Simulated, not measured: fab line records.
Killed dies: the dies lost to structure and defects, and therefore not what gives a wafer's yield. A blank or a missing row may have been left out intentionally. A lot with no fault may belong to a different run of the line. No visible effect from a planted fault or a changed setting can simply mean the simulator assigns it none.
Chamber matching | flow n5Finfet | N5_BEOL_M15_STRIP_36 on rieDiel-01 has 4 sister chambers
The step strips in O2. 16 wafers are shown with their chamber, then 8 later ones without.

== WAFERS WITH THEIR CHAMBER ==
wafer  | chamber | showerheadPlenumPTorr (Torr) | throttleValvePct (%) | drypumpMotorCurrentA (A)
L074.3 | 0       | 2.13                         | 16.41                | 5.70
L074.4 | 1       | 2.18                         | 16.60                | 5.97
L074.6 | 2       | 2.11                         | 16.42                | 5.75
L076.2 | 2       | 2.10                         | 16.41                | 5.74
L076.5 | 0       | 2.12                         | 16.42                | 5.71
L076.6 | 2       | 2.10                         | 16.42                | 5.75
L081.1 | 1       | 2.18                         | 16.61                | 5.96
L081.3 | 2       | 2.10                         | 16.44                | 5.74
L081.4 | 0       | 2.12                         | 16.40                | 5.71
L084.1 | 2       | 2.10                         | 16.43                | 5.77
L084.5 | 2       | 2.10                         | 16.44                | 5.75
L084.6 | 3       | 1.91                         | 16.85                | 5.60
L089.2 | 1       | 2.17                         | 16.60                | 6.00
L089.5 | 2       | 2.10                         | 16.45                | 5.72
L089.6 | 1       | 2.17                         | 16.60                | 5.97
L093.1 | 1       | 2.17                         | 16.62                | 5.94

SIGNATURES (means of the wafers above)
reading               | chamber 0 | chamber 1 | chamber 2 | chamber 3 | scatter within a chamber
showerheadPlenumPTorr | 2.1233    | 2.1740    | 2.1014    | 1.9100    | 0.00476
throttleValvePct      | 16.4100   | 16.6060   | 16.4300   | 16.8500   | 0.012
drypumpMotorCurrentA  | 5.7067    | 5.9680    | 5.7457    | 5.6000    | 0.0166
Rule: for each reading, subtract the chamber's mean from the wafer's reading, divide by that reading's scatter and square the result; add these up over the readings and take the root, which gives the wafer's distance from the chamber. If the next closest chamber is less than 2 further off than the closest, the wafer can't be placed; otherwise it belongs to the closest. The scatter is the square root of a quotient: the sum, over the shown wafers, of each reading's squared deviation from its chamber's mean, divided by wafers minus chambers.

== WAFERS WHOSE CHAMBER IS MISSING ==
wafer  | showerheadPlenumPTorr (Torr) | throttleValvePct (%) | drypumpMotorCurrentA (A)
L093.3 | 2.09                         | 16.49                | 5.71
L093.6 | 1.91                         | 16.93                | 5.52
L092.1 | 2.17                         | 16.62                | 5.98
L092.2 | 1.91                         | 16.93                | 5.50
L092.4 | 2.09                         | 16.49                | 5.74
L097.4 | 2.17                         | 16.64                | 5.96
L097.5 | 2.17                         | 16.64                | 5.95
L097.6 | 2.09                         | 16.49                | 5.74

== WHICH CHAMBER EACH WENT THROUGH ==
wafer  | from the rows above | in truth
L093.3 | 2                   | 2
L093.6 | 3                   | 3
L092.1 | 1                   | 1
L092.2 | 3                   | 3
L092.4 | 2                   | 2
L097.4 | 1                   | 1
L097.5 | 1                   | 1
L097.6 | 2                   | 2
Placed correctly: 8 of 8. Not placeable from these rows: 0. 0 placed wrongly.
